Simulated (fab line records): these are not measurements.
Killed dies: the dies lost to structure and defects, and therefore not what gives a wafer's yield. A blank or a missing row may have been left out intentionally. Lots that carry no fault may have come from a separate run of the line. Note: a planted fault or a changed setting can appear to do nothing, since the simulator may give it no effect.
fab line records	flow n5-finfet
[record] lots = 5	wafers = 15	last-day = 17
route steps=1938 shown GATE_CUT@499 BEOL_M4@1111 PASSIVATION@1936
lots untouched by any fault: they come from a run of this same line in which no faults occurred
start-h: hours from the record's first day to the start of the lot's first wafer shown	wait-h: how many hours have passed since the lot's step before this one	" the same as in the row above	L1.1+2: a single row standing in for several wafers	- no value present, or no start provided	* or withheld: withheld	< > ~ a bound
route shown NAME@n: names a module that has steps shown in the file, with the first one's number in the route	usual: mean/standard deviation of fault-free wafers	same: alike in all rows	chamber/n: place in a boat	sites: per-site readings	_std_site: their standard deviation	_edge_site: inner sites' mean taken away from outer sites' mean	radius-mm: for every site, how far away it sits from the centre of the wafer	mask NAME#n: copy n	behind: the most recent tool/chamber to have shaped the wafer	hold: what put the lot on hold/how long, in hours/how the hold closed	device: transistor that didn't switch, given as n, p or np	end of line: the route-end tests of the same wafers	where a step has no rows: the recipe by itself	killed: dies lost to structure and defects at the first sort, not the wafer's yield	map: dies across one wafer; x = killed, . = not, _ = none there
set.NAME: the setting as run; set.NAME@STEP: as run at that earlier step	model.NAME: the simulator's own value behind a step, which no gauge read
lots at selected steps of the route; one table per step, one row per wafer
services: from which hour (start-h, from the record's first day; less than 0 if before it) a tool's chamber was out of use, for how many hours, and why
[[steps]]
[step N5_GATE_CUT_ETCH_19]
[recipe] chemistry = CH3F/O2	target = SiNx	mask-material = SiO2	target-depth-a = 537	time-s = 76.7	pressure-mtorr = 30	source-w = 395	bias-w = 73	Ar_flow_sccm = 150	CH3F_flow_sccm = 30	O2_flow_sccm = 20	ion-energy-ev = 120	ends = cleared
[usual] drypump-motor-current-A = 5.8/0.51	etch-rf-on-time-s = 77.1/0.91	oes-product-au = 0.63/0.05	rf-fwd-power-W = 391.4/1.8	rf-vpp-V = 298/3.2	showerhead-plenum-p-Torr = 1.99/0.057	throttle-valve-pct = 16.48/0.24
lot.wafer	tool	chamber	start-h	wait-h	drypump-motor-current-A	etch-rf-on-time-s	oes-product-au	rf-fwd-power-W	rf-hours-counter-h	rf-vpp-V	showerhead-plenum-p-Torr	throttle-valve-pct
L805.1	rie-diel-02	2	96.50	0.0	5.6	77.1	0.66	391.2	110	302	2.01	16.09
L805.2	"	1	"	"	5.9	77.0	0.60	393.5	238	296	1.89	16.38
L805.4	"	0	"	"	6.0	78.6	0.63	394.3	-	297	1.99	16.72
L808.2	rie-diel-04	3	110.97	0.0	5.6	76.0	0.61	391.6	217	296	1.90	16.74
L808.3	"	2	"	"	5.5	76.6	0.66	387.8	146	301	2.08	16.35
L808.6	"	1	"	"	6.6	76.2	0.67	391.9	-	292	1.92	16.44
L815.1	rie-diel-02	2	154.19	0.0	5.6	76.6	0.65	393.3	129	303	2.01	16.13
L815.3	"	0	"	"	6.0	77.1	0.60	391.6	209	297	1.98	16.75
L815.4	"	0	"	"	6.0	77.2	0.60	394.1	-	297	1.98	16.73
L823.2	rie-diel-04	0	202.23	0.0	6.1	77.5	0.61	390.0	187	298	2.00	16.56
L823.3	"	2	"	"	5.5	77.1	0.64	387.1	175	300	2.07	16.41
L823.5	"	3	"	"	5.6	77.4	0.59	389.7	-	296	1.89	16.79
L826.2	rie-diel-04	0	218.39	0.0	6.1	77.8	0.61	391.2	192	297	1.99	16.55
L826.4	"	2	"	"	5.5	77.5	0.64	387.5	-	299	2.07	16.42
L826.6	"	1	"	"	6.6	77.3	0.64	390.4	-	293	1.91	16.51
[step N5_GATE_CUT_CUT_ETCH_53]
[recipe] chemistry = SF6/Cl2	target = W	mask-material = SiO2	target-depth-a = 792	pressure-mtorr = 8	icp-w = 900	bias-w = 80	SF6_flow_sccm = 40	Cl2_flow_sccm = 60	ends = cleared
[step N5_GATE_CUT_CUT_ETCH_54]
[recipe] chemistry = Cl2/BCl3	target = TiN	mask-material = SiO2	target-depth-a = 967	pressure-mtorr = 10	icp-w = 1000	bias-w = 126	Cl2_flow_sccm = 53.25	bcl3-flow-sccm = 21.75	Ar_flow_sccm = 25	ends = cleared
[usual] drypump-motor-current-A = 5.9/0.41	etch-rf-on-time-s = 36.6/0.6	oes-product-au = 0.72/0.088	rf-fwd-power-W = 980/6	throttle-valve-pct = 22.09/0.14
lot.wafer	tool	chamber	start-h	wait-h	drypump-motor-current-A	etch-rf-on-time-s	oes-product-au	rf-fwd-power-W	rf-hours-counter-h	throttle-valve-pct
L805.1	rie-metal-01	0	96.67	0.0	5.8	36.0	0.88	975	3	22.01
L805.2	"	1	"	"	5.3	37.1	0.71	991	35	21.97
L805.4	"	1	"	"	5.3	36.9	0.71	985	-	21.96
L808.2	rie-metal-01	0	111.14	0.0	5.8	36.5	0.86	980	4	22.01
L808.3	"	1	"	"	5.3	37.7	0.71	988	-	21.97
L808.6	"	1	"	"	5.3	37.5	0.70	987	-	21.97
L815.1	rie-metal-03	0	154.35	0.0	6.1	37.6	0.59	974	90	22.43
L815.3	"	0	"	"	6.1	37.7	0.59	973	-	22.44
L815.4	"	1	"	"	5.9	36.2	0.77	986	-	22.07
L823.2	rie-metal-02	0	202.40	0.0	6.5	36.2	0.64	980	73	22.09
L823.3	"	0	"	"	6.5	36.5	0.63	981	-	22.09
L823.5	"	1	"	"	6.3	36.2	0.68	977	-	22.05
L826.2	rie-metal-02	0	218.56	0.0	6.5	36.6	0.63	985	75	22.09
L826.4	"	0	"	"	6.5	36.5	0.63	975	-	22.10
L826.6	"	0	"	"	6.5	36.4	0.64	981	-	22.10
[step N5_GATE_CUT_CUT_ETCH_55]
[recipe] chemistry = BCl3	target = HfO2	mask-material = SiO2	target-depth-a = 32	ion-energy-ev = 30	pressure-mtorr = 5	icp-w = 450	bias-w = 18	bcl3-flow-sccm = 80
[step N5_GATE_CUT_ETCH_47]
[recipe] chemistry = Cl2/BCl3	target = SiO2	target-depth-a = 100	pressure-mtorr = 10	icp-w = 1000	bias-w = 126	Cl2_flow_sccm = 53.25	bcl3-flow-sccm = 21.75	Ar_flow_sccm = 25
[usual] drypump-motor-current-A = 5.9/0.41	oes-product-au = 0.79/0.095	rf-fwd-power-W = 981/5.7	throttle-valve-pct = 22.62/0.14
lot.wafer	tool	chamber	start-h	wait-h	drypump-motor-current-A	oes-product-au	rf-fwd-power-W	rf-hours-counter-h	throttle-valve-pct
L805.1	rie-metal-01	0	96.76	0.0	5.8	0.97	975	3	22.55
L805.2	"	1	"	"	5.3	0.81	987	35	22.48
L805.4	"	1	"	"	5.3	0.79	989	-	22.49
L808.2	rie-metal-01	0	111.23	0.0	5.8	0.96	973	4	22.56
L808.3	"	1	"	"	5.3	0.78	987	-	22.49
L808.6	"	1	"	"	5.3	0.79	987	-	22.49
L815.1	rie-metal-03	0	154.44	0.0	6.1	0.66	973	90	22.93
L815.3	"	0	"	"	6.1	0.66	976	-	22.93
L815.4	"	1	"	"	5.9	0.85	985	-	22.60
L823.2	rie-metal-02	0	202.49	0.0	6.5	0.70	977	73	22.62
L823.3	"	0	"	"	6.5	0.71	979	-	22.63
L823.5	"	1	"	"	6.3	0.75	973	-	22.60
L826.2	rie-metal-02	0	218.65	0.0	6.5	0.70	983	75	22.62
L826.4	"	0	"	"	6.5	0.69	984	-	22.62
L826.6	"	0	"	"	6.5	0.70	982	-	22.62
[step N5_GATE_CUT_VAPOR_ETCH_48]
[recipe] chemistry = BCl3/Cl2	target = TiN	mode = isotropic
[step N5_GATE_CUT_VAPOR_ETCH_49]
[recipe] chemistry = BCl3/Cl2	target = TiAlC	mode = isotropic
[usual] drypump-motor-current-A = 5.9/0.41	oes-product-au = 0.79/0.094
lot.wafer	tool	chamber	start-h	wait-h	drypump-motor-current-A	oes-product-au
L805.1	rie-metal-01	0	96.82	0.0	5.8	0.96
L805.2	"	1	"	"	5.3	0.79
L805.4	"	1	"	"	5.3	0.80
L808.2	rie-metal-01	0	111.29	0.0	5.8	0.95
L808.3	"	1	"	"	5.3	0.79
L808.6	"	1	"	"	5.3	0.78
L815.1	rie-metal-03	0	154.50	0.0	6.0	0.66
L815.3	"	0	"	"	6.1	0.66
L815.4	"	1	"	"	5.9	0.86
L823.2	rie-metal-02	0	202.55	0.0	6.5	0.71
L823.3	"	0	"	"	6.5	0.70
L823.5	"	1	"	"	6.3	0.75
L826.2	rie-metal-02	0	218.71	0.0	6.5	0.70
L826.4	"	0	"	"	6.5	0.70
L826.6	"	0	"	"	6.5	0.70
[step N5_GATE_CUT_VAPOR_ETCH_51]
[recipe] chemistry = BCl3/Cl2	target = HfO2	mode = isotropic
[step N5_GATE_CUT_STRIP_21]
[recipe] chemistry = N2/H2	time-s = 30	power-w = 1000	temp-c = 250	pressure-mtorr = withheld	n2-flow-sccm = 1750	h2-flow-sccm = 3250
[step N5_GATE_CUT_STRIP_29]
[recipe] chemistry = post-etch-residue-remover	time-s = 60	temp-c = 25	remover-ph = withheld	remover-water-wt-pct = withheld	remover-fluoride-wt-pct = withheld
[step N5_GATE_CUT_SRD_52]
[recipe] dry = ipa-marangoni	time-s = 30	temp-c = 23	rinse-liquid = diw
[step N5_GATE_CUT_ALD_22]
[recipe] material = SiNx	target-thk-a = 160	temp-c = 400	ald-precursor-family = SiH2I2	ald-co-reactant = N2/H2-plasma	pulse-time-s = 1	ald-cycles = 320	purge-time-s = 2	co-reactant-purge-time-s = 2	pressure-torr = 2
[usual] heater-power-w = 834/57	precursor-pulse-height-rel = 0.997/0.021
lot.wafer	tool	chamber	start-h	wait-h	heater-power-w	precursor-pulse-height-rel
L805.1	ald-sin-04	2	97.06	0.0	785	1.022
L805.2	"	1	"	"	875	0.998
L805.4	"	2	"	"	780	1.003
L808.2	ald-sin-03	2	111.52	0.0	799	1.007
L808.3	"	1	"	"	813	1.009
L808.6	"	3	"	"	755	1.015
L815.1	ald-sin-01	1	154.74	0.0	882	0.996
L815.3	"	3	"	"	813	0.974
L815.4	"	0	"	"	848	0.992
L823.2	ald-sin-01	0	202.78	0.0	850	0.962
L823.3	"	1	"	"	896	0.987
L823.5	"	1	"	"	860	1.033
L826.2	ald-sin-01	1	218.94	0.0	898	1.020
L826.4	"	0	"	"	847	0.973
L826.6	"	1	"	"	903	0.995
[step N5_GATE_CUT_CMP_23]
[recipe] stop-on = SiO2	t-overpolish-s = 23.4	post-cmp-clean = alkaline-brush	down-force-psi = 2.5	platen-rpm = 51.8	pad-velocity-m-s = 1.0307	target-thk-nm = 16
[usual] edge-zone-pressure-frac = 1.000/0.0048	head-pressure-psi = 2.500/0.0053	motor-current-A = 8.7/1.3	overpolish-run-s = 23.400/0.0089	time-to-endpoint-s = 19.8/1.9
lot.wafer	tool	chamber	start-h	wait-h	edge-zone-pressure-frac	head-pressure-psi	motor-current-A	overpolish-run-s	time-to-endpoint-s
L805.2	cmp-01	3	98.58	0.8	1.004	2.503	9.3	23.415	20.1
L805.4	"	0	"	"	1.005	2.499	6.9	23.399	15.9
L805.1	"	1	"	"	1.007	2.504	8.7	23.406	16.9
L808.3	cmp-04	3	113.05	0.8	1.006	2.499	7.7	23.399	20.7
L808.2	"	0	"	"	1.003	2.506	9.8	23.406	19.5
L808.6	"	3	"	"	1.002	2.502	8.1	23.404	20.2
L815.4	cmp-01	3	156.23	0.8	0.994	2.494	10.3	23.392	19.7
L815.3	"	0	"	"	0.995	2.729	7.1	23.398	18.2
L815.1	"	2	"	"	1.001	2.499	8.8	23.394	21.1
L823.2	cmp-03	3	204.27	0.8	1.002	2.508	11.0	23.409	19.5
L823.3	"	0	"	"	0.998	2.500	6.9	23.392	17.4
L823.5	"	0	"	"	1.004	2.501	7.0	23.397	16.7
L826.4	cmp-01	2	220.43	0.8	0.997	2.489	8.5	23.405	18.7
L826.2	"	3	"	"	1.005	2.510	9.6	23.394	21.4
L826.6	"	2	"	"	0.999	2.483	8.4	23.401	18.9
[step N5_GATE_CUT_THK_MEAS_24]
[recipe] reads = SiO2_of_GATE_CUT_HM_DEP_46+SiO2_flowable_of_ILD0_FCVD_FILL_01
[usual] GC_FILL_THK = 219.8/1.7
lot.wafer	tool	chamber	start-h	wait-h	GC_FILL_THK[nm]
L805.1	film-metro-01	-	98.84	-	220.5
L805.2	"	-	"	"	218.3
L805.4	"	-	"	"	220.3
L808.2	film-metro-02	-	113.31	-	219.6
L808.3	"	-	"	"	219.4
L808.6	"	-	"	"	222.8
L815.1	film-metro-01	-	156.52	-	218.6
L815.3	"	-	"	"	218.0
L815.4	"	-	"	"	221.8
L823.2	film-metro-02	-	204.57	-	219.1
L823.3	"	-	"	"	222.7
L823.5	"	-	"	"	220.3
L826.2	film-metro-01	-	220.73	-	219.5
L826.4	"	-	"	"	219.3
L826.6	"	-	"	"	218.1
[step N5_BEOL_M4_RC_MEAS_101]
[usual] DIBL_N = 36.3/1.2	DIBL_P = 36.3/1.4	IOFF_N = 0.157/0.02	IOFF_P = 0.22/0.033	ION_N = 675/9.6	ION_P = 465/8.2	SS_N = 71.4/0.45	SS_P = 73.3/0.54	VT_N = 249.8/2.5	VT_P = -249/3.2
lot.wafer	tool	chamber	start-h	wait-h	DIBL_N[mV/V]	DIBL_P[mV/V]	IOFF_N[nA/um]	IOFF_P[nA/um]	ION_N[uA/um]	ION_P[uA/um]	SS_N[mV/dec]	SS_P[mV/dec]	VT_N[mV]	VT_P[mV]
L805.1	prober-02	0	203.05	0.0	37.3	38.1	0.180	0.25	680	473	72.2	73.1	251.2	-247
L805.2	"	0	"	"	34.9	35.0	0.127	0.19	668	464	70.9	73.0	252.0	-249
L805.4	"	0	"	"	37.5	38.4	0.191	0.26	690	476	72.1	74.0	246.9	-246
L808.2	prober-01	0	209.24	0.2	36.1	35.9	0.161	0.24	685	477	70.8	73.3	249.4	-245
L808.3	"	0	"	"	36.7	36.7	0.175	0.25	681	469	72.3	73.1	248.9	-251
L808.6	"	0	"	"	36.7	36.8	0.176	0.24	685	473	72.0	73.3	247.5	-250
L815.1	prober-01	0	263.67	0.0	35.4	35.6	0.138	0.16	668	455	70.9	73.2	249.9	-254
L815.3	"	0	"	"	36.7	36.5	0.160	0.18	675	452	71.3	73.6	252.1	-256
L815.4	"	0	"	"	36.8	37.3	0.164	0.19	667	452	72.4	72.5	248.0	-254
L823.2	prober-02	0	300.73	0.3	35.4	37.1	0.135	0.20	657	460	70.9	73.3	252.2	-251
L823.3	"	0	"	"	35.1	36.5	0.133	0.19	666	462	70.9	72.7	251.8	-251
L823.5	"	0	"	"	35.0	36.3	0.129	0.20	663	465	71.1	72.6	252.5	-251
L826.2	prober-01	0	307.35	0.2	37.1	37.2	0.175	0.28	680	472	71.5	73.8	246.7	-245
L826.4	"	0	"	"	36.1	35.8	0.147	0.25	665	465	71.4	72.6	250.7	-246
L826.6	"	0	"	"	36.9	37.3	0.168	0.27	670	472	71.8	73.5	249.9	-245
[step N5_PASSIVATION_PROBE_49]
[usual] defect-limited-yield = 91.1/1.4	killed_at_M0_to_M3 = 33/10	killed_at_M4_up = 15/5.8	killed-at-contacts = 13/5.9	killed-at-front-end = 39/11	killed-at-other = 4/3.6	killed-dies = 105/16	killed-open = 68/11	killed-short = 34/7.8	sort_bin_5_function = 5.2/0.88	sort_bin_6_memory = 3.3/0.61	sort-n-pass = 1075/16	sort-yield-pct = 91.1/1.4
[same] gross-dies = 1180	killed-at-back-side = 0	sort_bin_4_leakage[%] = 0	sort_bin_8_speed[%] = 0
lot.wafer	tool	chamber	start-h	wait-h	defect-limited-yield[%]	killed_at_M0_to_M3	killed_at_M4_up	killed-at-contacts	killed-at-front-end	killed-at-other	killed-dies	killed-open	killed-short	sort_bin_5_function[%]	sort_bin_6_memory[%]	sort-n-pass	sort-yield-pct[%]
L808.2	prober-01	-	300.85	0.1	88.9	26	33	8	58	6	131	80	46	6.7	4.1	1049	88.9
L808.3	prober-01	-	300.90	0.1	91.4	29	25	17	23	8	102	73	25	4.6	3.7	1078	91.4
L808.6	prober-01	-	301.05	0.3	91.2	28	23	15	25	13	104	76	24	4.9	3.8	1076	91.2
L805.1	prober-01	-	309.27	0.2	93.1	24	7	10	40	1	82	48	22	4.1	1.9	1098	93.1
L805.2	prober-01	-	309.32	0.2	92.7	30	5	10	41	0	86	57	25	3.9	3.1	1094	92.7
L805.4	prober-01	-	309.42	0.3	93.1	21	14	7	36	4	82	51	26	4.1	2.7	1098	93.1
L815.1	prober-02	-	369.43	0.0	91.0	32	14	16	44	0	106	75	28	5.3	3.3	1074	91.0
L815.3	prober-02	-	369.53	0.1	90.9	26	27	9	42	3	107	67	39	5.8	2.7	1073	90.9
L815.4	prober-02	-	369.58	0.2	95.3	18	5	3	29	0	55	31	22	3.1	1.5	1125	95.3
L823.2	prober-02	-	408.46	0.1	89.8	25	17	22	55	1	120	83	36	6.1	3.6	1060	89.8
L823.3	prober-02	-	408.51	0.1	89.3	28	15	17	65	1	126	87	37	6.6	3.7	1054	89.3
L823.5	prober-02	-	408.61	0.2	89.5	39	19	26	35	5	124	94	30	6.4	4.0	1056	89.5
L826.2	prober-01	-	408.46	0.1	91.2	42	15	6	33	8	104	63	40	5.3	3.1	1076	91.2
L826.4	prober-01	-	408.56	0.2	91.4	41	11	0	47	2	101	68	33	5.2	3.4	1079	91.4
L826.6	prober-01	-	408.66	0.3	92.2	34	7	11	37	3	92	59	32	5.3	2.4	1088	92.2
// killed by level:class
L808.2 FIN_SAQP:geometric-particle:open=20 BEOL_M4:geometric-particle:open=15 FIN_SAQP:geometric-particle:short=10 MOL_CONTACT_COAG:geometric-particle:open=6 GATE_CUT:geometric-particle:short=5 ILD0:geometric-particle:short=5 BEOL_M0_SAQP:geometric-particle:open=5 BEOL_M1:geometric-particle:open=5
L808.3 MOL_CONTACT_COAG:geometric-particle:open=15 BEOL_M4:geometric-particle:open=11 BEOL_M1:geometric-particle:open=10 BEOL_M3:geometric-particle:open=7 STI_FIN_REVEAL:geometric-particle:open=6 STARTING-WAFER:geometric-particle:short=5 BEOL_M0_SAQP:geometric-particle:open=4 PAD_METAL:geometric-particle:short=4
L808.6 MOL_CONTACT_COAG:geometric-particle:open=12 BEOL_M0_SAQP:geometric-particle:open=8 BEOL_M1:geometric-particle:open=8 BEOL_M4:geometric-particle:open=8 FIN_SAQP:geometric-particle:open=7 STI_FIN_REVEAL:geometric-particle:open=5 BEOL_M2:geometric-particle:open=4 BEOL_M8:geometric-particle:open=4
L805.1 MOL_CONTACT_COAG:geometric-particle:open=10 HKMG_FIN:area-etch=9 BEOL_M1:geometric-particle:open=7 STI_FIN_REVEAL:geometric-particle:open=5 FIN_SAQP:geometric-particle:open=4 FIN_SAQP:geometric-particle:short=3 STI_FIN_REVEAL:geometric-particle:short=3 DUMMY_GATE:geometric-particle:open=3
L805.2 FIN_SAQP:geometric-particle:open=9 MOL_CONTACT_COAG:geometric-particle:open=9 FIN_SAQP:geometric-particle:short=6 GATE_CUT:geometric-particle:short=6 BEOL_M3:geometric-particle:open=6 STI_FIN_REVEAL:geometric-particle:open=5 DUMMY_GATE:geometric-particle:open=5 BEOL_M1:geometric-particle:open=5
L805.4 FIN_SAQP:geometric-particle:open=9 FIN_SAQP:geometric-particle:short=8 BEOL_M1:geometric-particle:open=6 STI_FIN_REVEAL:geometric-particle:open=4 BEOL_M2:geometric-particle:open=4 BEOL_M3:geometric-particle:open=4 GATE_CUT:geometric-particle:short=3 MOL_CONTACT_COAG:geometric-particle:open=3
L815.1 MOL_CONTACT_COAG:geometric-particle:open=13 FIN_SAQP:geometric-particle:open=12 BEOL_M0_SAQP:geometric-particle:open=11 ILD0:geometric-particle:short=9 STI_FIN_REVEAL:geometric-particle:open=8 BEOL_M0_SAQP:geometric-particle:short=6 BEOL_M4:geometric-particle:open=6 BEOL_M2:geometric-particle:open=5
L815.3 BEOL_M4:geometric-particle:open=12 ILD0:geometric-particle:short=11 MOL_CONTACT_COAG:geometric-particle:open=7 BEOL_M0_SAQP:geometric-particle:short=7 BEOL_M0_SAQP:geometric-particle:open=7 BEOL_M3:geometric-particle:open=7 BEOL_M4:geometric-particle:short=7 STI_FIN_REVEAL:geometric-particle:open=6
L815.4 STI_FIN_REVEAL:geometric-particle:open=6 FIN_SAQP:geometric-particle:open=5 BEOL_M0_SAQP:geometric-particle:short=5 STARTING-WAFER:geometric-particle:short=5 BEOL_M2:geometric-particle:open=4 STI_FIN_REVEAL:geometric-particle:short=2 BEOL_M0_SAQP:geometric-particle:open=2 BEOL_M1:geometric-particle:open=2
L823.2 FIN_SAQP:geometric-particle:open=19 MOL_CONTACT_COAG:geometric-particle:open=18 BEOL_M0_SAQP:geometric-particle:open=7 BEOL_M3:geometric-particle:open=7 BEOL_M6:geometric-particle:open=7 FIN_SAQP:geometric-particle:short=6 DUMMY_GATE:geometric-particle:open=6 BEOL_M0_SAQP:geometric-particle:short=6
L826.2 BEOL_M0_SAQP:geometric-particle:short=8 BEOL_M2:geometric-particle:open=8 BEOL_M0_SAQP:geometric-particle:open=7 FIN_SAQP:geometric-particle:open=6 MOL_CONTACT_COAG:geometric-particle:open=5 BEOL_M3:geometric-particle:open=5 FIN_SAQP:geometric-particle:short=4 BEOL_M1:geometric-particle:open=4
L823.3 FIN_SAQP:geometric-particle:open=22 MOL_CONTACT_COAG:geometric-particle:open=14 BEOL_M3:geometric-particle:open=9 FIN_SAQP:geometric-particle:short=8 DUMMY_GATE:geometric-particle:open=7 STARTING-WAFER:geometric-particle:short=6 ILD0:geometric-particle:short=6 BEOL_M4:geometric-particle:open=5
L826.4 STI_FIN_REVEAL:geometric-particle:open=15 BEOL_M0_SAQP:geometric-particle:short=14 BEOL_M0_SAQP:geometric-particle:open=10 FIN_SAQP:geometric-particle:open=6 BEOL_M2:geometric-particle:open=6 BEOL_M4:geometric-particle:open=6 BEOL_M3:geometric-particle:open=5 STARTING-WAFER:geometric-particle:open=4
L823.5 MOL_CONTACT_COAG:geometric-particle:open=23 BEOL_M2:geometric-particle:open=13 BEOL_M1:geometric-particle:open=9 BEOL_M4:geometric-particle:open=9 FIN_SAQP:geometric-particle:short=5 FIN_SAQP:geometric-particle:open=5 GATE_CUT:geometric-particle:open=5 BEOL_M5:geometric-particle:open=5
L826.6 DUMMY_GATE:geometric-particle:open=9 BEOL_M1:geometric-particle:open=8 BEOL_M3:geometric-particle:open=7 BEOL_M0_SAQP:geometric-particle:short=7 MOL_CONTACT_COAG:geometric-particle:open=6 STI_FIN_REVEAL:geometric-particle:open=5 MOL_CONTACT_COAG:geometric-particle:short=4 BEOL_M2:geometric-particle:open=4
[[services]]
tool	chamber	start-h	hours	kind
cmp-01	-	79.11	4.0	pm
cmp-01	-	83.11	-	consumable-replace:conditioner
cmp-01	-	83.11	-	consumable-replace:pad
ald-sin-04	3	85.24	15.2	repair
rie-diel-02	3	86.41	11.3	repair
ald-sin-01	3	89.03	4.4	repair
rie-diel-04	3	97.35	10.8	repair
rie-diel-04	-	100.48	4.0	repair
cmp-04	-	108.90	1.5	repair
cmp-01	-	122.73	1.6	repair
cmp-01	-	132.47	1.0	repair
cmp-03	-	133.15	4.0	pm
rie-diel-02	-	139.51	0.9	repair
cmp-03	-	139.82	3.8	repair
cmp-01	-	151.87	0.2	repair
ald-sin-03	-	176.81	14.0	pm
cmp-03	-	186.94	8.3	pm
ald-sin-01	-	189.68	4.3	pm
cmp-04	-	192.11	4.0	pm
rie-diel-02	0	202.66	7.8	repair
rie-diel-02	2	206.69	6.6	repair
rie-diel-04	3	210.24	-	clean
rie-diel-04	3	210.24	-	consumable-replace:focus-ring
rie-diel-04	3	210.24	-	consumable-replace:showerhead
[[key]]
[first-sign] step = N5_GATE_CUT_CMP_23	reading = head-pressure-psi	direction = up	sigmas = 43	usual = 2.500	struck = 2.729
effect none on later readings
met-at N5_GATE_CUT_CMP_23
struck-wafers L815.3
onset-between 98.58 156.23
[fault] kind = process-parameter-drift	tool = cmp-01	chamber = 0	onset-h = 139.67	steps = N5_GATE_CUT_CMP_23	channel = down-force-psi	offset = 0.233	shape = step	end-h = 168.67	acts-in = these-recipes-only	stated = 2.5
